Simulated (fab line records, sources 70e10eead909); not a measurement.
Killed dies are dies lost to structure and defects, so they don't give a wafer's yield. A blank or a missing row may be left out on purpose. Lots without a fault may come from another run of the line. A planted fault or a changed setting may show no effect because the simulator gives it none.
Chamber matching | flow nand_harc | NHARC_A_STAIRCASE_DESCUM_168 on rie_diel-04: 4 sister chambers
The step chemistry O2, time 3 s. 4 wafers are shown with their chamber, then 7 later ones without.

WAFERS WITH THEIR CHAMBER
wafer  | chamber | showerhead_plenum_p_Torr (Torr)
L193.6 | 0       | 1.86
L191.3 | 1       | 1.90
L200.2 | 3       | 1.79
L200.4 | 2       | 1.82

WAFERS WITHOUT THEIR CHAMBER
wafer  | showerhead_plenum_p_Torr (Torr)
L200.5 | 1.82
L199.2 | 1.79
L199.4 | 1.90
L199.5 | 1.90
L201.1 | 1.85
L201.5 | 1.89
L201.6 | 1.82

WHICH CHAMBER EACH WENT THROUGH
wafer  | from the rows above | in truth
L200.5 | 2                   | 2
L199.2 | 3                   | 3
L199.4 | 1                   | 1
L199.5 | 1                   | 1
L201.1 | 0                   | 0
L201.5 | 1                   | 1
L201.6 | 2                   | 2
Placed correctly: 7 of 7. Can't be placed from these rows: 0. Placed wrongly: 0.
How it was worked out, from the rows above alone: a wafer's distance from a chamber is the root of the sum, over the readings, of the square of ((its reading less the chamber's mean) divided by the reading's scatter). The wafer belongs to the nearest chamber; if the next one is less than 2 further off, it can't be placed. A chamber's mean is the mean of its shown wafers. The scatter: with one shown wafer a chamber, the root of the mean of the squares of how far each hidden wafer lies from its nearest shown one.
